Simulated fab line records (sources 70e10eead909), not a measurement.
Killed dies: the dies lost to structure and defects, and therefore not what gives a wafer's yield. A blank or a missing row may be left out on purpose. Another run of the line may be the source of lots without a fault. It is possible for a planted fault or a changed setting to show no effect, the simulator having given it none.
A lot that was struck, set against a sound lot | flow nand-harc | 14 steps out of a route of 1302
Sound: the wafers L775.3, L775.4, L775.6. Struck: wafer L788.3 (left out: L788.1, L788.5 of the same lot, which were not struck); the cause appears at the end.
Each step with rows lists, per side, the tool, then ch with its chambers, then its first start. Under that, the readings that differ: sound wafers | struck wafers | difference of the means | sigmas: that difference in standard deviations of wafers without a fault.
alike: a reading whose means differ by less than 2 such deviations, as well as words and numbers matching on both sides. not compared: withheld readings; readings where some wafer has no value; bounds like >300 that might hide an equal value; numbers whose values overlap and for which the record gives no deviation.
Wherever a step has rows on one side only, a row that says differs or no value, or a row with sigmas, the two part there. Numbers that have no deviation but don't overlap get no sigmas and don't part them. A reading that every wafer of one side lacks parts them only if that side has two wafers or more.

first, 1 step without rows for these wafers: NHARC_A_ONON_D1_DEP_09 (target thk 1000 nm).
NHARC_A_ONON_D1_THK_MEAS_11: measures by ellipsometry.
  struck on film-metro-01, day 15 12:46; sound on film-metro-02, day 10 16:15
  alike: thk-nm
then, 1 step without rows for these wafers: NHARC_A_ONON_D1_DEP_12 (target thk 1000 nm).
NHARC_A_ONON_D1_THK_MEAS_14: measures by ellipsometry.
  struck on film-metro-02, day 15 13:19; sound on film-metro-01, day 10 16:49
  alike: thk-nm
then, 2 steps without rows for these wafers: NHARC_A_ONON_D1_ANNEAL_15 (time 3600 s); NHARC_A_ONON_D1_DEP_16 (target thk 1000 nm).
NHARC_A_ONON_D1_THK_MEAS_18: measures by ellipsometry.
  struck on film-metro-01, day 15 21:19; sound on film-metro-02, day 11 00:37
  alike: thk-nm
then, 1 step without rows for these wafers: NHARC_A_ONON_D1_DEP_19 (target thk 1000 nm).
NHARC_A_ONON_D1_THK_MEAS_21: measures by ellipsometry.
  struck on film-metro-01, day 15 21:53; sound on film-metro-01, day 11 01:11
  alike: thk-nm
then, 1 step without rows for these wafers: NHARC_A_ONON_D1_DEP_22 (target thk 1000 nm).
NHARC_A_ONON_D1_THK_MEAS_24: measures by ellipsometry.
  struck on film-metro-01, day 15 22:27; sound on film-metro-01, day 11 01:44
  alike: thk-nm
NHARC_A_ONON_D1_DEP_25: target thk 1000 nm.
  sound on pecvd-onon-03 ch 0, day 11 01:55; struck on pecvd-onon-01 ch 0, day 15 22:30
NHARC_A_ONON_D1_THK_MEAS_27: measures by ellipsometry.
  struck on film-metro-02, day 15 23:01; sound on film-metro-01, day 11 02:19
  reading     | sound          | struck | difference | sigmas
  thk-nm (nm) | 1006 1006 1006 | 973    | -33        | -4
then, 1 step without rows for these wafers: NHARC_A_ONON_D1_DEP_28 (target thk 1000 nm).

== WHERE THEY PART ==
NHARC_A_ONON_D1_THK_MEAS_27 only, going by this record.

WHY: what had been put in by the simulator
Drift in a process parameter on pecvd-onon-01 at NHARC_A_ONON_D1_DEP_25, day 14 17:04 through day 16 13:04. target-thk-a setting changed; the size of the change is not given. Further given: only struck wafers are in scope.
